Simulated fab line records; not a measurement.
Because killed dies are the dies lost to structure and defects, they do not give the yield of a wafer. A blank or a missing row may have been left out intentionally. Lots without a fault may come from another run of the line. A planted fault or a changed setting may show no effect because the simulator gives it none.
Which tool did it? | flow nand_harc | 11 lots with 33 wafers sampled at 6 steps, on a route of 1302 steps

WHAT EACH GAUGE READ, for each wafer
NHARC_P_ZERO_WELL_CD_MEAS_24 targets a cd of 720 nm. Usual: cd_nm 718 nm, standard deviation 3.2.
lot  | measured     | on        | cd_nm (nm)  | flag
L296 | day 1 22:38  | cd_sem-02 | 720 718 714 |
L298 | day 2 18:37  | cd_sem-01 | 714 712 721 |
L302 | day 4 10:46  | cd_sem-03 | 721 723 721 |
L304 | day 5 06:32  | cd_sem-03 | 717 717 721 |
L305 | day 5 16:35  | cd_sem-02 | 718 718 723 |
L307 | day 6 12:35  | cd_sem-02 | - - -       | OFF
L308 | day 6 22:35  | cd_sem-01 | 714 715 721 |
L312 | day 8 14:37  | cd_sem-02 | 719 721 721 |
L317 | day 10 16:46 | cd_sem-01 | 725 717 722 |
L318 | day 11 02:38 | cd_sem-02 | 719 713 717 |
L319 | day 11 12:36 | cd_sem-03 | 724 716 722 |

NHARC_END_SORT_01. Usual: killed_at_array 58, standard deviation 22; killed_at_other 1.0, standard deviation 1.3; killed_at_periphery 5, standard deviation 3.4; killed_dies 64, standard deviation 22; killed_open 3.6, standard deviation 1.8; killed_short 2.4, standard deviation 1.7.
lot  | measured     | on        | killed_at_array | killed_at_other | killed_at_periphery | killed_dies | killed_open | killed_short | flag
L307 | day 28 19:41 | prober-01 | 32 34 43        | 1 0 0           | 644 643 634         | 677 677 677 | 5 4 4       | 2 2 0        | OFF

TOOL THAT RAN EACH LOT (tool first, then ch and the chambers of the sampled wafers, then the start)
lot  | NHARC_P_ZERO_WELL_EXPOSE_21       | NHARC_P_ZERO_WELL_RTA_42         | NHARC_P_GATE_STRIP_108             | NHARC_P_GATE_DESCUM_48
L296 | krf_scanner-04 ch 0, day 1 22:29  | rtp_anneal-01 ch 0, day 2 03:30  | rie_diel-06 ch 0,2,3, day 5 07:31  | rie_diel-13 ch 0,1,3, day 5 18:44
L298 | krf_scanner-02 ch 0, day 2 18:28  | rtp_anneal-01 ch 0, day 2 23:05  | rie_diel-08 ch 0,2,3, day 5 21:22  | rie_diel-08 ch 1,2,3, day 6 08:40
L302 | krf_scanner-02 ch 0, day 4 10:37  | rtp_anneal-02 ch 0, day 4 15:17  | rie_diel-13 ch 0,1,3, day 7 19:35  | rie_diel-13 ch 0,2,3, day 8 06:59
L304 | krf_scanner-04 ch 0, day 5 06:23  | rtp_anneal-01 ch 0, day 5 11:03  | rie_diel-13 ch 0,3, day 8 13:36    | rie_diel-06 ch 0,1, day 9 01:01
L305 | krf_scanner-03 ch 0, day 5 16:26  | rtp_anneal-01 ch 0, day 5 21:05  | rie_diel-13 ch 1,2, day 8 18:53    | rie_diel-06 ch 1,2,3, day 9 06:09
L307 | krf_scanner-02 ch 0, day 6 12:26  | rtp_anneal-01 ch 0, day 6 16:53  | -                                  | -
L308 | krf_scanner-03 ch 0, day 6 22:26  | rtp_anneal-02 ch 0, day 7 03:03  | rie_diel-08 ch 0,3, day 10 03:59   | rie_diel-08 ch 1,2,3, day 10 15:22
L312 | krf_scanner-02 ch 0, day 8 14:27  | rtp_anneal-02 ch 0, day 8 19:01  | rie_diel-08 ch 0,1,2, day 12 00:21 | rie_diel-08 ch 0,1, day 12 11:40
L317 | krf_scanner-02 ch 0, day 10 16:37 | rtp_anneal-01 ch 0, day 10 21:17 | rie_diel-08 ch 0,1,2, day 13 17:26 | rie_diel-06 ch 1,2,3, day 14 04:52
L318 | krf_scanner-04 ch 0, day 11 02:29 | rtp_anneal-02 ch 0, day 11 07:10 | rie_diel-08 ch 0,2,3, day 14 02:19 | rie_diel-08 ch 0,2, day 14 13:38
L319 | krf_scanner-03 ch 0, day 11 12:26 | rtp_anneal-02 ch 0, day 11 17:13 | rie_diel-06 ch 0,1, day 14 12:19   | rie_diel-13 ch 0,3, day 14 23:39
- NHARC_P_ZERO_WELL_EXPOSE_21: exposes mask P NWELL, target cd 720 nm.
- NHARC_P_ZERO_WELL_RTA_42: time 300 s.
- NHARC_P_GATE_STRIP_108: strips in O2.
- NHARC_P_GATE_DESCUM_48: chemistry O2, time 3 s.

WHAT THE TOOLS THEMSELVES READ (means of the sampled wafers that have a number; where no wafer has one, the mark that the record gives instead)
NHARC_P_ZERO_WELL_EXPOSE_21. Usual: reticle_temp_C 23.00 C, standard deviation 0.1.
lot  | tool           | reticle_temp_C (C) | flag
L296 | krf_scanner-04 | 22.97              |
L298 | krf_scanner-02 | 22.92              |
L302 | krf_scanner-02 | 23.07              |
L304 | krf_scanner-04 | 23.07              |
L305 | krf_scanner-03 | 23.10              |
L307 | krf_scanner-02 | 23.05              |
L308 | krf_scanner-03 | 23.04              |
L312 | krf_scanner-02 | 22.93              |
L317 | krf_scanner-02 | 23.08              |
L318 | krf_scanner-04 | 23.03              |
L319 | krf_scanner-03 | 22.94              |

NHARC_P_ZERO_WELL_RTA_42. Usual: lamp_power_pct 34.8 %, standard deviation 2; wafer_temp_C_max 1103.1, standard deviation 0.74.
lot  | tool          | lamp_power_pct (%) | wafer_temp_C_max | flag
L296 | rtp_anneal-01 | 36.8               | 1102.8           |
L298 | rtp_anneal-01 | 36.8               | 1103.3           |
L302 | rtp_anneal-02 | 32.8               | 1103.1           |
L304 | rtp_anneal-01 | 36.9               | 1103.9           |
L305 | rtp_anneal-01 | 36.9               | 1103.0           |
L307 | rtp_anneal-01 | 36.8               | 1103.7           |
L308 | rtp_anneal-02 | 32.8               | 1102.6           |
L312 | rtp_anneal-02 | 32.7               | 1102.5           |
L317 | rtp_anneal-01 | 36.9               | 1103.2           |
L318 | rtp_anneal-02 | 32.8               | 1102.9           |
L319 | rtp_anneal-02 | 32.8               | 1102.8           |

NHARC_P_GATE_STRIP_108. Usual: drypump_motor_current_A 6.0 A, standard deviation 0.44; o2_flow_sccm 499.9 sccm, standard deviation 1.3; oes_product_au 0.998 a.u., standard deviation 0.012; rf_vpp_V 57.8 V, standard deviation 0.82; showerhead_plenum_p_Torr 3.50 Torr, standard deviation 0.14; throttle_valve_pct 17.037 %, standard deviation 0.0097.
lot  | tool        | drypump_motor_current_A (A) | o2_flow_sccm (sccm) | oes_product_au (a.u.) | rf_vpp_V (V) | showerhead_plenum_p_Torr (Torr) | throttle_valve_pct (%) | flag
L296 | rie_diel-06 | 6.6                         | 500.5               | 0.994                 | 57.8         | 3.44                            | 17.034                 |
L298 | rie_diel-08 | 5.6                         | 500.4               | 1.000                 | 57.9         | 3.54                            | 17.042                 |
L302 | rie_diel-13 | 6.1                         | 498.6               | 0.991                 | 58.0         | 3.64                            | 17.034                 |
L304 | rie_diel-13 | 6.0                         | 499.9               | 0.990                 | 59.0         | 3.56                            | 17.029                 |
L305 | rie_diel-13 | 5.9                         | 499.3               | 1.013                 | 57.6         | 3.54                            | 17.030                 |
L308 | rie_diel-08 | 6.0                         | 499.1               | 1.017                 | 58.5         | 3.59                            | 17.036                 |
L312 | rie_diel-08 | 5.7                         | 499.8               | 1.005                 | 57.9         | 3.56                            | 17.034                 |
L317 | rie_diel-08 | 5.7                         | 499.7               | 1.002                 | 58.4         | 3.56                            | 17.042                 |
L318 | rie_diel-08 | 5.7                         | 501.0               | 1.000                 | 57.7         | 3.53                            | 17.040                 |
L319 | rie_diel-06 | 6.1                         | 499.9               | 0.975                 | 57.4         | 3.34                            | 17.047                 |

NHARC_P_GATE_DESCUM_48. Usual: drypump_motor_current_A 6.0 A, standard deviation 0.46; o2_flow_sccm 199.9 sccm, standard deviation 0.59; oes_product_au 0.998 a.u., standard deviation 0.012; rf_vpp_V 57.7 V, standard deviation 0.84; showerhead_plenum_p_Torr 1.90 Torr, standard deviation 0.083; throttle_valve_pct 11.309 %, standard deviation 0.0097.
lot  | tool        | drypump_motor_current_A (A) | o2_flow_sccm (sccm) | oes_product_au (a.u.) | rf_vpp_V (V) | showerhead_plenum_p_Torr (Torr) | throttle_valve_pct (%) | flag
L296 | rie_diel-13 | 6.1                         | 198.9               | 1.002                 | 57.9         | 1.98                            | 11.317                 |
L298 | rie_diel-08 | 5.5                         | 199.9               | 0.996                 | 57.2         | 1.86                            | 11.301                 |
L302 | rie_diel-13 | 6.0                         | 199.9               | 1.000                 | 58.0         | 1.92                            | 11.315                 |
L304 | rie_diel-06 | 5.8                         | 199.5               | 0.973                 | 56.8         | 1.80                            | 11.318                 |
L305 | rie_diel-06 | 6.3                         | 199.7               | 0.997                 | 58.5         | 1.86                            | 11.302                 |
L308 | rie_diel-08 | 5.5                         | 199.2               | 1.002                 | 57.8         | 1.86                            | 11.310                 |
L312 | rie_diel-08 | 5.8                         | 199.6               | 0.997                 | 58.0         | 1.91                            | 11.298                 |
L317 | rie_diel-06 | 6.3                         | 200.3               | 0.987                 | 57.4         | 1.86                            | 11.309                 |
L318 | rie_diel-08 | 5.8                         | 199.7               | 0.990                 | 58.3         | 1.99                            | 11.307                 |
L319 | rie_diel-13 | 6.2                         | 200.2               | 1.002                 | 57.2         | 1.97                            | 11.310                 |

THE ANSWER, worked out from the rows above alone
Rule: a lot counts as off when the mean over its wafers that have a number is more than 3 standard deviations away from the usual mean. A lot without any number at a reading at which 4 lots or more have one is off too. Any other lot the step has rows for is counted as sound. Order of review: gauges by route order, followed by the tools' own readings, for which a lot's mean as printed above is used. At the first step where some lot is off, the reading lying furthest off is the one used; lots without a number count as furthest.
Off at NHARC_P_ZERO_WELL_CD_MEAS_24 (cd_nm): L307. Without a number there: L307.
A tool fits if, at a process step before that reading, it ran every lot that is off, and no sound lot after the first of them. Not tried: the gauges at NHARC_P_ZERO_WELL_CD_MEAS_24; whatever is off there is also off at NHARC_END_SORT_01, on other tools, and gauge error can't account for it. No candidate that was tried fits.

WHAT THE SIMULATOR HAD INSERTED
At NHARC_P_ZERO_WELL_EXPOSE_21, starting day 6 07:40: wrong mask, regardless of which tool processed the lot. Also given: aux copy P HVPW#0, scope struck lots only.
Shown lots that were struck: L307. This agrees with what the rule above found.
